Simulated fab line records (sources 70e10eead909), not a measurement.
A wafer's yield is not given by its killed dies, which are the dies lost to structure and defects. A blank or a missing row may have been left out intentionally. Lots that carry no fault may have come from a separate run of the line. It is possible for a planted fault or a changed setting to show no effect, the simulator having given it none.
What tool caused it? :: flow nand_harc :: 15 lots with 45 wafers sampled at 4 steps, on a route of 1302 steps

WHAT THE GAUGES SHOWED, per wafer
NHARC_P_CONTACT_OVL_MEAS_13. Usual: overlay_x_nm 0.0 nm, standard deviation 0.82; overlay_y_nm 0.2 nm, standard deviation 0.91.
lot: L932
measured: day 5 22:40
on: overlay-01
overlay_x_nm (nm): 1.4 1.4 1.9
overlay_y_nm (nm): 1.7 1.7 1.8
flag: 

lot: L935
measured: day 7 00:46
on: overlay-01
overlay_x_nm (nm): 0.8 0.8 0.8
overlay_y_nm (nm): 0.5 0.0 0.5
flag: 

lot: L937
measured: day 7 23:59
on: overlay-02
overlay_x_nm (nm): -0.6 -0.5 -0.1
overlay_y_nm (nm): 0.5 1.0 0.5
flag: 

lot: L938
measured: day 8 18:00
on: overlay-02
overlay_x_nm (nm): 0.0 0.0 -0.2
overlay_y_nm (nm): 0.6 0.5 0.5
flag: 

lot: L939
measured: day 9 05:33
on: overlay-01
overlay_x_nm (nm): 1.2 1.1 0.9
overlay_y_nm (nm): 0.0 -1.1 0.0
flag: 

lot: L940
measured: day 9 06:22
on: overlay-02
overlay_x_nm (nm): 0.3 0.0 0.0
overlay_y_nm (nm): 0.0 -0.3 0.6
flag: 

lot: L944
measured: day 10 15:46
on: overlay-01
overlay_x_nm (nm): -0.5 -0.9 0.0
overlay_y_nm (nm): 0.2 0.6 0.2
flag: 

lot: L943
measured: day 10 21:51
on: overlay-01
overlay_x_nm (nm): 0.1 -0.2 -0.4
overlay_y_nm (nm): 0.4 0.6 0.3
flag: 

lot: L947
measured: day 11 22:25
on: overlay-02
overlay_x_nm (nm): 0.5 0.0 0.0
overlay_y_nm (nm): -1.2 -0.9 -1.2
flag: 

lot: L948
measured: day 12 20:41
on: overlay-02
overlay_x_nm (nm): 0.6 0.8 0.7
overlay_y_nm (nm): 1.3 2.3 2.2
flag: 

lot: L949
measured: day 12 22:15
on: overlay-01
overlay_x_nm (nm): -0.9 -0.9 -0.4
overlay_y_nm (nm): 0.1 0.3 0.2
flag: 

lot: L950
measured: day 13 09:26
on: overlay-02
overlay_x_nm (nm): -0.1 -0.2 -0.4
overlay_y_nm (nm): -0.2 0.3 0.8
flag: 

lot: L951
measured: day 13 16:29
on: overlay-01
overlay_x_nm (nm): -0.7 -0.9 -0.9
overlay_y_nm (nm): 0.3 0.1 0.3
flag: 

lot: L952
measured: day 14 13:03
on: overlay-01
overlay_x_nm (nm): 1.8 1.9 1.9
overlay_y_nm (nm): -1.5 -1.4 -0.8
flag: 

lot: L953
measured: day 14 15:29
on: overlay-02
overlay_x_nm (nm): 0.4 -0.1 0.3
overlay_y_nm (nm): -0.4 0.4 0.0
flag: 

NHARC_P_M0_INSPECT_11. Usual: raw_defect_count at 4.5, with a standard deviation of 2.9.
lot: L932
measured: day 6 02:52
on: defect_inspect-01
raw_defect_count: 2 4 6
flag: 

lot: L935
measured: day 7 04:58
on: defect_inspect-01
raw_defect_count: 7 6 4
flag: 

lot: L937
measured: day 8 04:11
on: defect_inspect-01
raw_defect_count: 5 0 4
flag: 

lot: L938
measured: day 8 22:13
on: defect_inspect-01
raw_defect_count: 8 3 4
flag: 

lot: L939
measured: day 9 09:46
on: defect_inspect-02
raw_defect_count: 6 12 7
flag: 

lot: L940
measured: day 9 10:34
on: defect_inspect-01
raw_defect_count: 5 5 1
flag: 

lot: L944
measured: day 10 19:58
on: defect_inspect-02
raw_defect_count: 4 2 2
flag: 

lot: L943
measured: day 11 01:55
on: defect_inspect-02
raw_defect_count: 3 5 2
flag: 

lot: L947
measured: day 12 02:46
on: defect_inspect-02
raw_defect_count: 3 4 4
flag: 

lot: L948
measured: day 13 00:54
on: defect_inspect-01
raw_defect_count: 2 3 3
flag: 

lot: L949
measured: day 13 02:23
on: defect_inspect-01
raw_defect_count: 4 2 1
flag: 

lot: L950
measured: day 13 13:32
on: defect_inspect-02
raw_defect_count: 1 3 1
flag: 

lot: L951
measured: day 13 21:18
on: defect_inspect-01
raw_defect_count: 6 7 5
flag: 

lot: L952
measured: day 14 17:19
on: defect_inspect-01
raw_defect_count: 5 3 2
flag: 

lot: L953
measured: day 14 19:42
on: defect_inspect-01
raw_defect_count: 5 3 5
flag: 

EACH LOT AND THE TOOL THAT RAN IT (in order: tool; ch and the chambers of the sampled wafers; start)
lot: L932
NHARC_P_CONTACT_PVD_32: pvd_sputter-03, day 6 00:28
NHARC_P_CONTACT_CVD_23: cvd_w-01 ch 0,1, day 6 02:52 or earlier

lot: L935
NHARC_P_CONTACT_PVD_32: pvd_sputter-02, day 7 02:37
NHARC_P_CONTACT_CVD_23: cvd_w-02 ch 0,1, day 7 04:58 or earlier

lot: L937
NHARC_P_CONTACT_PVD_32: pvd_sputter-03, day 8 01:58
NHARC_P_CONTACT_CVD_23: cvd_w-02 ch 0,1, day 8 04:11 or earlier

lot: L938
NHARC_P_CONTACT_PVD_32: pvd_sputter-01, day 8 19:49
NHARC_P_CONTACT_CVD_23: cvd_w-02 ch 0,1, day 8 22:13 or earlier

lot: L939
NHARC_P_CONTACT_PVD_32: pvd_sputter-03, day 9 07:22
NHARC_P_CONTACT_CVD_23: cvd_w-01 ch 0,1, day 9 09:46 or earlier

lot: L940
NHARC_P_CONTACT_PVD_32: pvd_sputter-01, day 9 08:12
NHARC_P_CONTACT_CVD_23: cvd_w-02 ch 0,1, day 9 10:34 or earlier

lot: L944
NHARC_P_CONTACT_PVD_32: pvd_sputter-02, day 10 17:35
NHARC_P_CONTACT_CVD_23: cvd_w-01 ch 0,1, day 10 19:58 or earlier

lot: L943
NHARC_P_CONTACT_PVD_32: pvd_sputter-02, day 10 23:39
NHARC_P_CONTACT_CVD_23: cvd_w-01 ch 0,1, day 11 01:55 or earlier

lot: L947
NHARC_P_CONTACT_PVD_32: pvd_sputter-03, day 12 00:25
NHARC_P_CONTACT_CVD_23: cvd_w-02 ch 0,1, day 12 02:46 or earlier

lot: L948
NHARC_P_CONTACT_PVD_32: pvd_sputter-03, day 12 22:31
NHARC_P_CONTACT_CVD_23: cvd_w-02 ch 0,1, day 13 00:54 or earlier

lot: L949
NHARC_P_CONTACT_PVD_32: pvd_sputter-03, day 13 00:05
NHARC_P_CONTACT_CVD_23: cvd_w-01 ch 0,1, day 13 02:23 or earlier

lot: L950
NHARC_P_CONTACT_PVD_32: pvd_sputter-02, day 13 11:15
NHARC_P_CONTACT_CVD_23: cvd_w-02 ch 0,1, day 13 13:32 or earlier

lot: L951
NHARC_P_CONTACT_PVD_32: pvd_sputter-03, day 13 18:22
NHARC_P_CONTACT_CVD_23: cvd_w-02 ch 1, day 13 21:18 or earlier

lot: L952
NHARC_P_CONTACT_PVD_32: pvd_sputter-01, day 14 14:54
NHARC_P_CONTACT_CVD_23: cvd_w-02 ch 0,1, day 14 17:19 or earlier

lot: L953
NHARC_P_CONTACT_PVD_32: pvd_sputter-01, day 14 17:18
NHARC_P_CONTACT_CVD_23: cvd_w-02 ch 0,1, day 14 19:42 or earlier
- NHARC_P_CONTACT_PVD_32: deposits Ti, target thk 5 nm, time 17.7 s.
- NHARC_P_CONTACT_CVD_23: deposits W, target thk 200 nm, time 557 s.

AS READ BY THE TOOLS THEMSELVES (means over the sampled wafers that have a number; for cases with no such wafer, the mark the record gives instead)
NHARC_P_CONTACT_PVD_32. Usual: cathode_dc_power_W 5000.0 W, standard deviation 0.91; chamber_pressure_pa 4.999 Pa, standard deviation 0.01; throttle_valve_pct 29.6 %, standard deviation 0.99.
lot: L932
tool: pvd_sputter-03
cathode_dc_power_W (W): 4999.7
chamber_pressure_pa (Pa): 4.989
throttle_valve_pct (%): 29.0
flag: 

lot: L935
tool: pvd_sputter-02
cathode_dc_power_W (W): 5000.5
chamber_pressure_pa (Pa): 5.007
throttle_valve_pct (%): 28.6
flag: 

lot: L937
tool: pvd_sputter-03
cathode_dc_power_W (W): 5000.2
chamber_pressure_pa (Pa): 5.000
throttle_valve_pct (%): 29.1
flag: 

lot: L938
tool: pvd_sputter-01
cathode_dc_power_W (W): -
chamber_pressure_pa (Pa): -
throttle_valve_pct (%): -
flag: OFF

lot: L939
tool: pvd_sputter-03
cathode_dc_power_W (W): -
chamber_pressure_pa (Pa): -
throttle_valve_pct (%): -
flag: OFF

lot: L940
tool: pvd_sputter-01
cathode_dc_power_W (W): -
chamber_pressure_pa (Pa): -
throttle_valve_pct (%): -
flag: OFF

lot: L944
tool: pvd_sputter-02
cathode_dc_power_W (W): 5000.1
chamber_pressure_pa (Pa): 5.003
throttle_valve_pct (%): 29.9
flag: 

lot: L943
tool: pvd_sputter-02
cathode_dc_power_W (W): 5000.0
chamber_pressure_pa (Pa): 5.001
throttle_valve_pct (%): 29.1
flag: 

lot: L947
tool: pvd_sputter-03
cathode_dc_power_W (W): 5000.0
chamber_pressure_pa (Pa): 4.993
throttle_valve_pct (%): 29.1
flag: 

lot: L948
tool: pvd_sputter-03
cathode_dc_power_W (W): 5000.9
chamber_pressure_pa (Pa): 5.001
throttle_valve_pct (%): 29.4
flag: 

lot: L949
tool: pvd_sputter-03
cathode_dc_power_W (W): 5000.3
chamber_pressure_pa (Pa): 4.995
throttle_valve_pct (%): 29.0
flag: 

lot: L950
tool: pvd_sputter-02
cathode_dc_power_W (W): 4999.3
chamber_pressure_pa (Pa): 5.007
throttle_valve_pct (%): 28.6
flag: 

lot: L951
tool: pvd_sputter-03
cathode_dc_power_W (W): 5000.2
chamber_pressure_pa (Pa): 4.996
throttle_valve_pct (%): 29.3
flag: 

lot: L952
tool: pvd_sputter-01
cathode_dc_power_W (W): 4999.8
chamber_pressure_pa (Pa): 5.007
throttle_valve_pct (%): 30.1
flag: 

lot: L953
tool: pvd_sputter-01
cathode_dc_power_W (W): 4999.4
chamber_pressure_pa (Pa): 5.003
throttle_valve_pct (%): 30.2
flag: 

NHARC_P_CONTACT_CVD_23. Usual: heater_power_w 509 W, standard deviation 75; mfc_wf6_sccm 40.01 sccm, standard deviation 0.12; throttle_valve_pct 8.06 %, standard deviation 0.26.
lot: L932
tool: cvd_w-01
heater_power_w (W): 576
mfc_wf6_sccm (sccm): 40.00
throttle_valve_pct (%): 7.77
flag: 

lot: L935
tool: cvd_w-02
heater_power_w (W): 445
mfc_wf6_sccm (sccm): 39.98
throttle_valve_pct (%): 8.32
flag: 

lot: L937
tool: cvd_w-02
heater_power_w (W): 457
mfc_wf6_sccm (sccm): 39.93
throttle_valve_pct (%): 8.26
flag: 

lot: L938
tool: cvd_w-02
heater_power_w (W): 434
mfc_wf6_sccm (sccm): 40.08
throttle_valve_pct (%): 8.22
flag: 

lot: L939
tool: cvd_w-01
heater_power_w (W): 597
mfc_wf6_sccm (sccm): 40.13
throttle_valve_pct (%): 7.89
flag: 

lot: L940
tool: cvd_w-02
heater_power_w (W): 446
mfc_wf6_sccm (sccm): 39.97
throttle_valve_pct (%): 8.14
flag: 

lot: L944
tool: cvd_w-01
heater_power_w (W): 581
mfc_wf6_sccm (sccm): 39.97
throttle_valve_pct (%): 7.80
flag: 

lot: L943
tool: cvd_w-01
heater_power_w (W): 572
mfc_wf6_sccm (sccm): 39.94
throttle_valve_pct (%): 7.86
flag: 

lot: L947
tool: cvd_w-02
heater_power_w (W): 457
mfc_wf6_sccm (sccm): 40.04
throttle_valve_pct (%): 8.36
flag: 

lot: L948
tool: cvd_w-02
heater_power_w (W): 435
mfc_wf6_sccm (sccm): 39.97
throttle_valve_pct (%): 8.06
flag: 

lot: L949
tool: cvd_w-01
heater_power_w (W): 587
mfc_wf6_sccm (sccm): 40.01
throttle_valve_pct (%): 7.93
flag: 

lot: L950
tool: cvd_w-02
heater_power_w (W): 458
mfc_wf6_sccm (sccm): 40.06
throttle_valve_pct (%): 8.32
flag: 

lot: L951
tool: cvd_w-02
heater_power_w (W): 478
mfc_wf6_sccm (sccm): 40.07
throttle_valve_pct (%): 8.08
flag: 

lot: L952
tool: cvd_w-02
heater_power_w (W): 434
mfc_wf6_sccm (sccm): 39.97
throttle_valve_pct (%): 8.15
flag: 

lot: L953
tool: cvd_w-02
heater_power_w (W): 434
mfc_wf6_sccm (sccm): 40.02
throttle_valve_pct (%): 8.25
flag: 

THE ANSWER, worked out from the rows above alone
Rule: a lot is off if the mean of its wafers that have a number lies more than 3 standard deviations from the usual mean. A lot without any number at a reading at which 4 lots or more have one is off too. All remaining lots with rows at the step are treated as sound. After the gauges, taken in route order, come the tools' own readings; for these a lot's mean is taken, as printed above. At the first step where some lot is off, the reading lying furthest off is the one used; lots without a number count as furthest.
Off at NHARC_P_CONTACT_PVD_32 (cathode_dc_power_W): L938, L939, L940. Without a number there: L938, L939, L940.
A tool fits if, at that step or a process step before it, it ran every lot that is off, and no sound lot after the first of them. No candidate that was tried fits.

WHAT WAS PUT IN BY THE SIMULATOR
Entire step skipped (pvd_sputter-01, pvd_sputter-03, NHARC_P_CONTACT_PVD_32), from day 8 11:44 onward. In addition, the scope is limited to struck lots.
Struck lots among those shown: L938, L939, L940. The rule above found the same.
